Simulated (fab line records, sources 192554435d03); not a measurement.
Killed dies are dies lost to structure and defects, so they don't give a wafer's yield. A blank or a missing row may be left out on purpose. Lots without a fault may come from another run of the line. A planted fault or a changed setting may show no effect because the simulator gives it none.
fab line records | flow n5_finfet
record lots=24 wafers=72 last_day=19
route steps=1938 shown BEOL_M3@966
lots that met no fault: from a run of the same line without faults
start_h: hours from the record's first day to the start of the lot's first wafer shown | wait_h: hours since the lot's step before | " the same as in the row above | L1.1+2: a row that stands for several wafers | - no value, or no start given | * or withheld: withheld | < > ~ a bound
route shown NAME@n: a module of which the file shows steps, and the number in the route of the first | usual: mean/standard deviation of fault-free wafers | same: alike in all rows | chamber/n: place in a boat | sites: the reading at each site | _std_site: their standard deviation | _edge_site: outer sites' mean less inner sites' | radius_mm: how far each site lies from the wafer's centre | mask NAME#n: copy n | behind: the tool/chamber that last shaped the wafer | hold: why the lot was held/for how many hours/how that ended | device: the transistor (n, p or np) that didn't switch | end of line: the same wafers' tests at the end of the route | a step without rows: its recipe alone | killed: dies lost to structure and defects at the first sort, not the wafer's yield | map: a wafer's dies, x killed, . not, _ none there
set.NAME: the setting as run; set.NAME@STEP: as run at that earlier step | model.NAME: the simulator's own value behind a step, which no gauge read
steps of the route over a sample of lots; a table a step, a row a wafer
services: from which hour (start_h, from the record's first day; less than 0 if before it) a tool's chamber was out of use, for how many hours, and why
## steps
# step N5_BEOL_M3_CD_MEAS_28
# recipe target_cd_nm=25.7 landing_energy_ev=500 detector=se_inlens target_cd_y_nm=23.3 polarity=opening
# usual cd_nm=25.78/0.25
# same landing_energy_ev=500
# columns lot.wafer tool chamber start_h wait_h cd_nm
L074.4 cd_sem-01 0 157.35 - 25.62
L074.5 " 0 " " 25.73
L074.6 " 0 " " 25.65
L075.1 cd_sem-01 0 162.37 - 25.44
L075.2 " 0 " " 25.68
L075.6 " 0 " " 25.41
L077.1 cd_sem-02 0 163.75 - 25.77
L077.2 " 0 " " 25.93
L077.3 " 0 " " 25.43
L076.3 cd_sem-01 0 165.90 - 25.95
L076.4 " 0 " " 25.73
L076.6 " 0 " " 25.64
L079.1 cd_sem-01 0 179.59 - 25.72
L079.3 " 0 " " 25.55
L079.4 " 0 " " 25.61
L078.2 cd_sem-02 0 186.07 - 25.41
L078.3 " 0 " " 26.08
L078.6 " 0 " " 25.89
L081.1 cd_sem-02 0 203.86 - 26.04
L081.4 " 0 " " 25.83
L081.5 " 0 " " 26.01
L080.1 cd_sem-01 0 205.56 - 25.68
L080.4 " 0 " " 26.02
L080.5 " 0 " " 25.79
L083.2 cd_sem-01 0 210.88 - 25.89
L083.5 " 0 " " 25.93
L083.6 " 0 " " 26.26
L082.1 cd_sem-01 0 225.65 - 25.88
L082.3 " 0 " " 25.48
L082.4 " 0 " " 25.36
L084.1 cd_sem-01 0 229.10 - 26.01
L084.3 " 0 " " 25.82
L084.6 " 0 " " 25.78
L085.2 cd_sem-02 0 236.20 - 25.52
L085.4 " 0 " " 25.92
L085.5 " 0 " " 25.96
L086.1 cd_sem-02 0 236.87 - 25.83
L086.2 " 0 " " 25.36
L086.3 " 0 " " 26.28
L087.1 cd_sem-01 0 245.46 - 25.95
L087.4 " 0 " " 25.86
L087.5 " 0 " " 25.18
L088.1 cd_sem-03 0 255.92 - 25.81
L088.4 " 0 " " 25.68
L088.5 " 0 " " 26.02
L090.2 cd_sem-02 0 263.26 - 25.98
L090.3 " 0 " " 25.72
L090.6 " 0 " " 25.87
L089.1 cd_sem-02 0 267.16 - 25.58
L089.3 " 0 " " 25.65
L089.6 " 0 " " 25.65
L091.4 cd_sem-01 0 267.64 - 25.66
L091.5 " 0 " " 25.79
L091.6 " 0 " " 25.75
L092.1 cd_sem-03 0 276.31 - 25.79
L092.3 " 0 " " 26.22
L092.6 " 0 " " 25.77
L093.2 cd_sem-03 0 280.87 - 26.08
L093.4 " 0 " " 25.93
L093.6 " 0 " " 25.60
L094.4 cd_sem-02 0 285.67 - 25.95
L094.5 " 0 " " 25.97
L094.6 " 0 " " 25.63
L095.1 cd_sem-01 0 296.54 - 26.31
L095.2 " 0 " " 25.96
L095.4 " 0 " " 26.05
L096.2 cd_sem-01 0 303.20 - 25.92
L096.5 " 0 " " 26.25
L096.6 " 0 " " 26.41
L097.2 cd_sem-03 0 304.69 - 25.61
L097.4 " 0 " " 25.47
L097.6 " 0 " " 25.92
# step N5_BEOL_M3_INSPECT_30
# recipe mode=adi inspect_instrument=brightfield
# usual raw_defect_count=383/84
# columns lot.wafer tool chamber start_h wait_h raw_defect_count
L074.4 defect_inspect-01 - 157.44 0.0 324
L074.5 " - " " 394
L074.6 " - " " 293
L075.1 defect_inspect-01 - 162.47 0.1 245
L075.2 " - " " 410
L075.6 " - " " 393
L077.1 defect_inspect-02 - 163.84 0.1 478
L077.2 " - " " 463
L077.3 " - " " 477
L076.3 defect_inspect-02 - 165.99 0.0 386
L076.4 " - " " 433
L076.6 " - " " 233
L079.1 defect_inspect-01 - 179.68 0.1 329
L079.3 " - " " 321
L079.4 " - " " 371
L078.2 defect_inspect-02 - 186.16 0.0 391
L078.3 " - " " 351
L078.6 " - " " 466
L081.1 defect_inspect-02 - 203.95 0.1 288
L081.4 " - " " 273
L081.5 " - " " 271
L080.1 defect_inspect-02 - 205.65 0.1 376
L080.4 " - " " 440
L080.5 " - " " 350
L083.2 defect_inspect-02 - 210.97 0.0 355
L083.5 " - " " 428
L083.6 " - " " 528
L082.1 defect_inspect-01 - 225.74 0.1 316
L082.3 " - " " 463
L082.4 " - " " 327
L084.1 defect_inspect-01 - 229.18 0.1 299
L084.3 " - " " 402
L084.6 " - " " 332
L085.2 defect_inspect-01 - 236.28 0.0 357
L085.4 " - " " 495
L085.5 " - " " 344
L086.1 defect_inspect-02 - 236.96 0.1 210
L086.2 " - " " 281
L086.3 " - " " 321
L087.1 defect_inspect-01 - 245.55 0.1 264
L087.4 " - " " 334
L087.5 " - " " 267
L088.1 defect_inspect-01 - 256.01 0.1 396
L088.4 " - " " 456
L088.5 " - " " 303
L090.2 defect_inspect-02 - 263.35 0.0 418
L090.3 " - " " 339
L090.6 " - " " 441
L089.1 defect_inspect-02 - 267.25 0.1 307
L089.3 " - " " 278
L089.6 " - " " 324
L091.4 defect_inspect-02 - 267.97 0.3 404
L091.5 " - " " 370
L091.6 " - " " 423
L092.1 defect_inspect-02 - 276.40 0.1 423
L092.3 " - " " 386
L092.6 " - " " 683
L093.2 defect_inspect-02 - 280.96 0.0 439
L093.4 " - " " 333
L093.6 " - " " 262
L094.4 defect_inspect-02 - 285.76 0.0 373
L094.5 " - " " 401
L094.6 " - " " 428
L095.1 defect_inspect-02 - 296.63 0.1 482
L095.2 " - " " 464
L095.4 " - " " 556
L096.2 defect_inspect-02 - 303.29 0.0 332
L096.5 " - " " 295
L096.6 " - " " 346
L097.2 defect_inspect-02 - 304.77 0.0 442
L097.4 " - " " 468
L097.6 " - " " 509
# step N5_BEOL_M3_ALD_84
# recipe material=TaN target_thk_a=* temp_c=275 ald_precursor_family=PDMAT ald_co_reactant=NH3 pressure_torr=3 carrier_flow_sccm=1500 pulse_time_s=2 purge_time_s=3 co_reactant_purge_time_s=2 co_reactant_pulse_time_s=3 ald_cycles=30 precursor_vessel_temp_c=75 precursor_vessel_pressure_torr=26.25 precursor_vessel_carrier_sccm=1000
# usual heater_power_w=435/31 susceptor_temp_C=275.00/0.17
# same pulse_time_s=2
# columns lot.wafer tool chamber start_h wait_h heater_power_w susceptor_temp_C
L075.1 ald_metal-02 2 179.44 0.0 398 274.74
L075.2 " 1 " " 444 274.93
L075.6 " 0 " " 488 275.44
L074.4 ald_metal-02 1 187.56 0.0 439 275.10
L074.5 " 2 " " 396 275.19
L074.6 " 1 " " 422 275.05
L077.1 ald_metal-02 1 188.80 0.0 440 275.03
L077.2 " 2 " " 415 275.11
L077.3 " 0 " " 481 274.77
L076.3 ald_metal-01 0 191.43 0.1 455 275.19
L076.4 " 2 " " 406 275.06
L076.6 " 2 " " 405 275.01
L079.1 ald_metal-02 0 199.64 0.0 489 274.95
L079.3 " 2 " " 413 275.01
L079.4 " 3 " " 429 275.08
L078.2 ald_metal-01 3 204.75 0.0 416 275.28
L078.3 " 1 " " 500 274.90
L078.6 " 2 " " 404 274.97
L081.1 ald_metal-02 0 221.67 0.1 487 275.00
L081.4 " 3 " " 421 275.00
L081.5 " 2 " " 407 274.91
L080.1 ald_metal-03 0 224.23 0.1 455 275.02
L080.4 " 2 " " 401 275.33
L080.5 " 2 " " 415 275.05
L083.2 ald_metal-01 1 227.57 0.0 487 274.87
L083.5 " 0 " " 453 275.25
L083.6 " 1 " " 484 275.04
L082.1 ald_metal-03 2 231.04 0.3 416 274.96
L082.3 " 3 " " 461 275.21
L082.4 " 0 " " 465 274.80
L084.1 ald_metal-01 3 237.43 0.1 420 275.02
L084.3 " 0 " " 449 274.91
L084.6 " 2 " " 406 274.83
L085.2 ald_metal-02 2 240.07 0.0 405 275.23
L085.4 " 1 " " 437 274.94
L085.5 " 3 " " 416 275.16
L086.1 ald_metal-02 1 240.31 0.1 441 275.00
L086.2 " 0 " " 479 274.78
L086.3 " 3 " " 414 275.16
L087.1 ald_metal-02 0 247.72 0.3 489 275.07
L087.4 " 3 " " 412 275.00
L087.5 " 1 " " 449 274.93
L088.1 ald_metal-03 1 259.24 0.1 410 275.31
L088.4 " 0 " " 452 274.73
L088.5 " 2 " " 420 275.10
L090.2 ald_metal-02 0 268.96 0.1 493 274.87
L090.3 " 1 " " 434 275.25
L090.6 " 1 " " 443 275.12
L089.1 ald_metal-02 3 275.45 0.1 415 274.85
L089.3 " 0 " " 493 275.02
L089.6 " 1 " " 441 274.78
L091.4 ald_metal-01 3 284.55 0.0 426 274.82
L091.5 " 0 " " 449 275.05
L091.6 " 3 " " 425 275.32
L092.1 ald_metal-03 2 289.14 0.0 419 274.98
L092.3 " 0 " " 456 275.04
L092.6 " 0 " " 456 275.03
L093.2 ald_metal-02 2 292.53 0.0 396 274.97
L093.4 " 0 " " 488 274.85
L093.6 " 2 " " 394 275.03
L094.4 ald_metal-03 1 292.68 0.0 402 275.19
L094.5 " 3 " " 461 274.85
L094.6 " 2 " " 413 275.07
L095.1 ald_metal-01 1 298.59 0.1 506 274.99
L095.2 " 2 " " 391 275.15
L095.4 " 3 " " 432 274.65
L097.2 ald_metal-02 1 305.91 0.1 444 275.07
L097.4 " 2 " " 400 274.74
L097.6 " 3 " " 425 274.95
L096.2 ald_metal-03 0 306.02 0.0 457 274.96
L096.5 " 1 " " 414 275.32
L096.6 " 0 " " 457 275.03
# step N5_BEOL_M3_SPUTTER_81
# recipe material=Cu target_thk_a=45 temp_c=-20 chamber_pressure_pa=0.07 power_w=withheld time_s=8.29
# usual susceptor_temp_C=-20.00/0.1 throttle_valve_pct=30.1/0.63
# columns lot.wafer tool chamber start_h wait_h susceptor_temp_C throttle_valve_pct
L075.1 pvd_sputter-01 - 180.69 0.1 -19.92 30.1
L075.2 " - " " -19.78 30.6
L075.6 " - " " -20.04 30.6
L074.4 pvd_sputter-02 - 188.56 0.1 -20.05 29.7
L074.5 " - " " -19.96 31.1
L074.6 " - " " -20.06 29.6
L077.1 pvd_sputter-01 - 189.84 0.1 -19.98 30.4
L077.2 " - " " -20.21 30.0
L077.3 " - " " -19.95 29.6
L076.3 pvd_sputter-01 - 192.52 0.1 -19.92 30.7
L076.4 " - " " -20.01 29.9
L076.6 " - " " -19.81 30.2
L079.1 pvd_sputter-02 - 202.28 0.1 -20.00 30.7
L079.3 " - " " -19.93 29.6
L079.4 " - " " -20.07 30.1
L078.2 pvd_sputter-01 - 205.75 0.1 -20.00 29.9
L078.3 " - " " -20.10 29.9
L078.6 " - " " -20.05 30.5
L081.1 pvd_sputter-01 - 222.61 0.1 -20.13 30.3
L081.4 " - " " -19.96 30.0
L081.5 " - " " -20.01 30.6
L080.1 pvd_sputter-01 - 225.22 0.1 -19.91 30.0
L080.4 " - " " -19.84 30.2
L080.5 " - " " -20.15 29.9
L083.2 pvd_sputter-02 - 228.54 0.1 -20.06 29.4
L083.5 " - " " -20.04 29.6
L083.6 " - " " -19.91 30.3
L082.1 pvd_sputter-01 - 232.33 0.1 -19.98 30.1
L082.3 " - " " -20.13 30.8
L082.4 " - " " -20.05 30.6
L084.1 pvd_sputter-01 - 238.57 0.1 -19.79 29.8
L084.3 " - " " -20.04 30.1
L084.6 " - " " -20.14 30.4
L085.2 pvd_sputter-03 - 241.37 0.1 -20.08 30.9
L085.4 " - " " -20.03 28.8
L085.5 " - " " -19.89 28.5
L086.1 pvd_sputter-01 - 242.77 0.1 -20.00 30.8
L086.2 " - " " -20.00 30.4
L086.3 " - " " -20.06 29.8
L087.1 pvd_sputter-03 - 248.79 0.1 -19.87 28.8
L087.4 " - " " -19.99 31.0
L087.5 " - " " -20.04 29.0
L088.1 pvd_sputter-03 - 260.23 0.1 -20.06 28.7
L088.4 " - " " -20.11 29.3
L088.5 " - " " -19.99 28.6
L090.2 pvd_sputter-01 - 270.03 0.1 -19.91 30.0
L090.3 " - " " -20.04 30.4
L090.6 " - " " -20.00 29.9
L089.1 pvd_sputter-02 - 278.03 0.1 -19.89 31.1
L089.3 " - " " -20.11 30.1
L089.6 " - " " -19.94 30.1
L091.4 pvd_sputter-02 - 285.68 0.1 -20.07 29.7
L091.5 " - " " -19.98 31.1
L091.6 " - " " -20.02 28.9
L092.1 pvd_sputter-01 - 290.22 0.1 -19.84 29.8
L092.3 " - " " -20.03 30.6
L092.6 " - " " -19.82 30.1
L093.2 pvd_sputter-02 - 293.44 0.1 -19.99 30.4
L093.4 " - " " -20.07 30.9
L093.6 " - " " -20.09 31.2
L094.4 pvd_sputter-03 - 293.63 0.1 -20.09 28.8
L094.5 " - " " -20.10 30.0
L094.6 " - " " -20.05 29.1
L095.1 pvd_sputter-02 - 299.86 0.1 -20.15 29.8
L095.2 " - " " -20.06 29.5
L095.4 " - " " -19.96 30.9
L097.2 pvd_sputter-01 - 306.81 0.1 -19.89 30.0
L097.4 " - " " -19.85 30.6
L097.6 " - " " -20.05 30.0
L096.2 pvd_sputter-03 - 307.10 0.1 -20.05 29.4
L096.5 " - " " -19.99 31.0
L096.6 " - " " -20.10 28.9
# step N5_BEOL_M3_ANNEAL_87
# recipe temp_c=400 time_s=240 ambient=vacuum
# usual heater_power_w=814/44 susceptor_temp_C=400.03/0.23
# columns lot.wafer tool chamber start_h wait_h heater_power_w susceptor_temp_C
L075.1 pvd_sputter-01 - 180.99 0.0 827 399.88
L075.2 " - " " 895 399.98
L075.6 " - " " 873 400.39
L074.4 pvd_sputter-02 - 188.86 0.0 714 399.82
L074.5 " - " " 813 400.23
L074.6 " - " " 732 399.72
L077.1 pvd_sputter-01 - 190.14 0.0 879 399.79
L077.2 " - " " 819 399.79
L077.3 " - " " 825 400.20
L076.3 pvd_sputter-01 - 192.82 0.0 805 399.98
L076.4 " - " " 817 400.05
L076.6 " - " " 824 400.06
L079.1 pvd_sputter-02 - 202.58 0.0 833 399.97
L079.3 " - " " 700 400.60
L079.4 " - " " 775 400.31
L078.2 pvd_sputter-01 - 206.05 0.0 807 400.23
L078.3 " - " " 832 400.53
L078.6 " - " " 790 400.16
L081.1 pvd_sputter-01 - 222.91 0.0 899 400.09
L081.4 " - " " 820 399.51
L081.5 " - " " 811 400.02
L080.1 pvd_sputter-01 - 225.52 0.0 847 400.03
L080.4 " - " " 870 399.98
L080.5 " - " " 843 399.96
L083.2 pvd_sputter-02 - 228.84 0.0 721 400.26
L083.5 " - " " 696 400.30
L083.6 " - " " 769 399.87
L082.1 pvd_sputter-01 - 232.63 0.0 824 399.73
L082.3 " - " " 860 400.39
L082.4 " - " " 800 399.98
L084.1 pvd_sputter-01 - 238.87 0.0 838 400.17
L084.3 " - " " 827 399.81
L084.6 " - " " 812 400.41
L085.2 pvd_sputter-03 - 241.67 0.0 802 400.24
L085.4 " - " " 810 400.00
L085.5 " - " " 798 400.43
L086.1 pvd_sputter-01 - 243.07 0.0 787 400.18
L086.2 " - " " 839 400.16
L086.3 " - " " 825 399.87
L087.1 pvd_sputter-03 - 249.09 0.0 783 400.12
L087.4 " - " " 818 400.02
L087.5 " - " " 859 400.06
L088.1 pvd_sputter-03 - 260.53 0.0 807 400.04
L088.4 " - " " 862 399.51
L088.5 " - " " 796 400.62
L090.2 pvd_sputter-01 - 270.37 0.0 842 399.65
L090.3 " - " " 885 400.09
L090.6 " - " " 810 399.95
L089.1 pvd_sputter-02 - 278.33 0.0 795 400.17
L089.3 " - " " 784 400.12
L089.6 " - " " 763 400.59
L091.4 pvd_sputter-02 - 285.98 0.0 707 400.01
L091.5 " - " " 830 399.95
L091.6 " - " " 768 400.19
L092.1 pvd_sputter-01 - 290.52 0.0 829 399.81
L092.3 " - " " 886 400.18
L092.6 " - " " 807 399.62
L093.2 pvd_sputter-02 - 293.74 0.0 770 400.23
L093.4 " - " " 823 400.20
L093.6 " - " " 809 400.07
L094.4 pvd_sputter-03 - 293.93 0.0 785 399.54
L094.5 " - " " 871 400.20
L094.6 " - " " 797 399.66
L095.1 pvd_sputter-02 - 300.16 0.0 772 399.62
L095.2 " - " " 715 399.68
L095.4 " - " " 825 400.04
L097.2 pvd_sputter-01 - 307.11 0.0 835 399.97
L097.4 " - " " 869 399.97
L097.6 " - " " 842 399.93
L096.2 pvd_sputter-03 - 307.40 0.0 848 400.12
L096.5 " - " " 805 399.75
L096.6 " - " " 842 400.01
# step N5_BEOL_M3_SPUTTER_88
# recipe material=Cu target_thk_a=45 temp_c=-20 chamber_pressure_pa=0.07 power_w=withheld time_s=8.29
# usual susceptor_temp_C=-19.98/0.11 throttle_valve_pct=30.1/0.63
# columns lot.wafer tool chamber start_h wait_h susceptor_temp_C throttle_valve_pct
L075.1 pvd_sputter-01 - 181.13 0.1 -19.90 30.1
L075.2 " - " " -20.12 30.7
L075.6 " - " " -19.94 30.6
L074.4 pvd_sputter-02 - 189.00 0.1 -19.87 29.6
L074.5 " - " " -19.92 31.1
L074.6 " - " " -20.03 29.5
L077.1 pvd_sputter-01 - 190.28 0.1 -19.98 30.4
L077.2 " - " " -19.91 29.9
L077.3 " - " " -19.90 29.9
L076.3 pvd_sputter-01 - 192.96 0.1 -19.96 30.6
L076.4 " - " " -20.05 30.0
L076.6 " - " " -20.04 30.0
L079.1 pvd_sputter-02 - 202.72 0.1 -19.94 31.0
L079.3 " - " " -19.98 29.7
L079.4 " - " " -20.05 30.1
L078.2 pvd_sputter-01 - 206.19 0.1 -20.05 30.1
L078.3 " - " " -20.03 30.1
L078.6 " - " " -20.22 30.4
L081.1 pvd_sputter-01 - 223.05 0.1 -19.97 30.7
L081.4 " - " " -20.15 30.2
L081.5 " - " " -20.17 30.5
L080.1 pvd_sputter-01 - 225.66 0.1 -19.97 29.9
L080.4 " - " " -20.25 30.6
L080.5 " - " " -19.93 29.8
L083.2 pvd_sputter-02 - 228.98 0.1 -20.15 29.7
L083.5 " - " " -20.13 29.8
L083.6 " - " " -20.03 30.1
L082.1 pvd_sputter-01 - 232.77 0.1 -19.98 30.0
L082.3 " - " " -19.98 30.2
L082.4 " - " " -19.78 30.6
L084.1 pvd_sputter-01 - 239.01 0.1 -20.11 29.5
L084.3 " - " " -19.99 30.1
L084.6 " - " " -19.87 30.7
L085.2 pvd_sputter-03 - 241.81 0.1 -19.99 31.2
L085.4 " - " " -19.75 28.7
L085.5 " - " " -19.90 28.8
L086.1 pvd_sputter-01 - 243.21 0.1 -19.89 30.6
L086.2 " - " " -19.98 30.1
L086.3 " - " " -20.00 30.2
L087.1 pvd_sputter-03 - 249.23 0.1 -20.01 28.8
L087.4 " - " " -20.15 31.1
L087.5 " - " " -20.08 29.0
L088.1 pvd_sputter-03 - 260.67 0.1 -19.76 28.9
L088.4 " - " " -20.11 28.9
L088.5 " - " " -19.95 28.8
L090.2 pvd_sputter-01 - 270.53 0.1 -19.94 29.9
L090.3 " - " " -19.97 30.6
L090.6 " - " " -19.97 29.8
L089.1 pvd_sputter-02 - 278.47 0.1 -20.00 31.0
L089.3 " - " " -19.85 30.2
L089.6 " - " " -19.91 30.2
L091.4 pvd_sputter-02 - 286.12 0.1 -19.98 29.7
L091.5 " - " " -19.78 30.9
L091.6 " - " " -19.94 29.6
L092.1 pvd_sputter-01 - 290.66 0.1 -19.90 30.0
L092.3 " - " " -20.01 30.6
L092.6 " - " " -19.78 29.7
L093.2 pvd_sputter-02 - 293.88 0.1 -20.04 30.1
L093.4 " - " " -19.78 31.0
L093.6 " - " " -19.77 31.0
L094.4 pvd_sputter-03 - 294.07 0.1 -20.02 28.6
L094.5 " - " " -19.92 30.0
L094.6 " - " " -19.93 28.7
L095.1 pvd_sputter-02 - 300.30 0.1 -19.99 30.1
L095.2 " - " " -19.67 29.6
L095.4 " - " " -20.13 31.2
L097.2 pvd_sputter-01 - 307.25 0.1 -20.03 30.0
L097.4 " - " " -19.99 30.3
L097.6 " - " " -20.18 29.9
L096.2 pvd_sputter-03 - 307.54 0.1 -20.07 29.0
L096.5 " - " " -19.99 30.9
L096.6 " - " " -20.14 28.9
## services
# columns tool chamber start_h hours kind
ald_metal-01 - 171.52 8.7 pm
pvd_sputter-03 - 178.82 0.5 repair
ald_metal-03 - 200.77 1.0 repair
ald_metal-03 2 268.15 3.0 repair
ald_metal-01 - 278.54 1.0 repair
ald_metal-02 1 295.26 3.6 repair
ald_metal-01 - 304.38 0.8 repair
## key
fault none
